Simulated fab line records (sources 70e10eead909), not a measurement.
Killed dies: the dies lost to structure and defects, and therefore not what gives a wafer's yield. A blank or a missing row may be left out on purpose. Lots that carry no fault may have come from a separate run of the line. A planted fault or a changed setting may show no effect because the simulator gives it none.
Chamber matching + flow nand-harc + NHARC_A_BLC_STRIP_21 on rie-diel-03: 4 sister chambers
The step strips in O2. 16 wafers are shown with their chamber, then 8 later ones without.

## WAFERS, EACH WITH ITS CHAMBER
| wafer  | chamber | showerhead-plenum-p-Torr (Torr) | drypump-motor-current-A (A) | oes-product-au (a.u.) |
|--------|---------|---------------------------------|-----------------------------|-----------------------|
| L507.1 | 0       | 3.59                            | 5.5                         | 0.985                 |
| L507.2 | 2       | 3.37                            | 6.4                         | 0.999                 |
| L507.4 | 3       | 3.63                            | 5.7                         | 1.016                 |
| L508.4 | 1       | 3.43                            | 6.1                         | 0.995                 |
| L508.5 | 0       | 3.59                            | 5.5                         | 0.982                 |
| L508.6 | 3       | 3.63                            | 5.7                         | 1.006                 |
| L510.1 | 0       | 3.59                            | 5.5                         | 0.968                 |
| L510.3 | 1       | 3.42                            | 6.1                         | 1.003                 |
| L510.5 | 2       | 3.37                            | 6.4                         | 0.995                 |
| L514.1 | 1       | 3.42                            | 6.1                         | 0.999                 |
| L514.2 | 2       | 3.37                            | 6.4                         | 0.987                 |
| L514.4 | 3       | 3.62                            | 5.7                         | 1.015                 |
| L513.4 | 0       | 3.59                            | 5.4                         | 0.989                 |
| L513.5 | 3       | 3.62                            | 5.7                         | 1.004                 |
| L513.6 | 2       | 3.37                            | 6.4                         | 0.994                 |
| L515.1 | 3       | 3.62                            | 5.7                         | 0.997                 |

SIGNATURES, as means of the wafers listed above
| reading                  | chamber 0 | chamber 1 | chamber 2 | chamber 3 | scatter within a chamber |
|--------------------------|-----------|-----------|-----------|-----------|--------------------------|
| showerhead-plenum-p-Torr | 3.5900    | 3.4233    | 3.3700    | 3.6240    | 0.00394                  |
| drypump-motor-current-A  | 5.475     | 6.100     | 6.400     | 5.700     | 0.025                    |
| oes-product-au           | 0.98100   | 0.99900   | 0.99375   | 1.00760   | 0.00713                  |
Rule: for each reading, subtract the chamber's mean from the wafer's reading, divide by that reading's scatter and square the result; add these up over the readings and take the root, which gives the wafer's distance from the chamber. If the next closest chamber is less than 2 further off than the closest, the wafer can't be placed; otherwise it belongs to the closest. The scatter: the root of (the sum of the squares of (reading less its chamber's mean) over the shown wafers, divided by (wafers less chambers)).

## WAFERS WITH NO CHAMBER GIVEN
| wafer  | showerhead-plenum-p-Torr (Torr) | drypump-motor-current-A (A) | oes-product-au (a.u.) |
|--------|---------------------------------|-----------------------------|-----------------------|
| L515.3 | 3.42                            | 6.1                         | 1.006                 |
| L515.5 | 3.42                            | 6.1                         | 1.002                 |
| L520.1 | 3.59                            | 5.4                         | 0.996                 |
| L520.2 | 3.42                            | 6.1                         | 0.979                 |
| L520.4 | 3.62                            | 5.7                         | 1.000                 |
| L528.1 | 3.62                            | 5.7                         | 1.008                 |
| L528.2 | 3.58                            | 5.5                         | 0.986                 |
| L528.6 | 3.62                            | 5.7                         | 0.994                 |

## EACH ONE'S CHAMBER
| wafer  | from the rows above | in truth |
|--------|---------------------|----------|
| L515.3 | 1                   | 1        |
| L515.5 | 1                   | 1        |
| L520.1 | 0                   | 0        |
| L520.2 | 1                   | 1        |
| L520.4 | 3                   | 3        |
| L528.1 | 3                   | 3        |
| L528.2 | 0                   | 0        |
| L528.6 | 3                   | 3        |
Placed correctly: 8 of 8. Can't be placed from these rows: 0. Wrongly placed: 0.
